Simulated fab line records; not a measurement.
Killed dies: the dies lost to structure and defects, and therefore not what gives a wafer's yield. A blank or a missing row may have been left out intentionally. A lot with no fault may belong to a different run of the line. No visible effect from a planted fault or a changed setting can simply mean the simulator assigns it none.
Chamber matching ; flow n5-finfet ; N5_BEOL_M0_SAQP_STRIP_86 on rie-diel-03: 4 sister chambers
The step strips in N2/H2. 20 wafers are shown with their chamber, then 10 later ones without.

== WAFERS WITH THEIR CHAMBER ==
wafer;chamber;drypump-motor-current-A (A);showerhead-plenum-p-Torr (Torr);throttle-valve-pct (%)
L074.1;3;4.8;3.50;19.03
L074.3;0;5.9;3.32;19.25
L074.4;2;6.0;3.46;19.55
L078.1;2;6.0;3.45;19.55
L078.2;1;5.4;3.33;18.95
L078.3;3;4.8;3.50;19.04
L079.2;3;4.9;3.49;19.07
L079.4;3;4.8;3.49;19.05
L079.5;2;6.0;3.45;19.54
L084.1;1;5.3;3.32;18.94
L084.2;3;4.8;3.49;19.06
L084.5;3;4.9;3.49;19.10
L086.3;2;6.0;3.45;19.11
L086.4;3;4.8;3.49;19.04
L086.6;1;5.4;3.32;18.97
L090.2;0;5.9;3.30;18.81
L090.3;1;5.4;3.31;18.97
L090.5;3;4.9;3.48;19.06
L091.3;0;5.9;3.30;18.81
L091.4;1;5.3;3.31;18.95

SIGNATURES, as means of the wafers listed above
reading;chamber 0;chamber 1;chamber 2;chamber 3;scatter within a chamber
drypump-motor-current-A;5.900;5.360;6.000;4.838;0.0438
showerhead-plenum-p-Torr;3.3067;3.3180;3.4525;3.4912;0.00754
throttle-valve-pct;18.9567;18.9560;19.4375;19.0562;0.131
Rule: for each reading, subtract the chamber's mean from the wafer's reading, divide by that reading's scatter and square the result; add these up over the readings and take the root, which gives the wafer's distance from the chamber. The wafer belongs to the nearest chamber; if the next one is less than 2 further off, it can't be placed. The scatter: the root of (the sum of the squares of (reading less its chamber's mean) over the shown wafers, divided by (wafers less chambers)).

== WAFERS WHOSE CHAMBER IS MISSING ==
wafer;drypump-motor-current-A (A);showerhead-plenum-p-Torr (Torr);throttle-valve-pct (%)
L091.6;5.4;3.31;18.95
L095.1;6.0;3.30;18.80
L095.2;5.3;3.31;19.01
L095.3;6.0;3.44;19.14
L096.3;5.4;3.31;18.98
L096.5;6.0;3.44;19.16
L096.6;4.9;3.47;19.10
L097.1;5.4;3.31;18.99
L097.3;5.9;3.30;18.83
L097.4;4.8;3.47;19.09

== CHAMBER TAKEN BY EACH ==
wafer;from the rows above;in truth
L091.6;1;1
L095.1;0;0
L095.2;1;1
L095.3;2;2
L096.3;1;1
L096.5;2;2
L096.6;3;3
L097.1;1;1
L097.3;0;0
L097.4;3;3
Correctly placed: 10 of 10. Left unplaced by these rows: 0. Placed wrongly: 0.
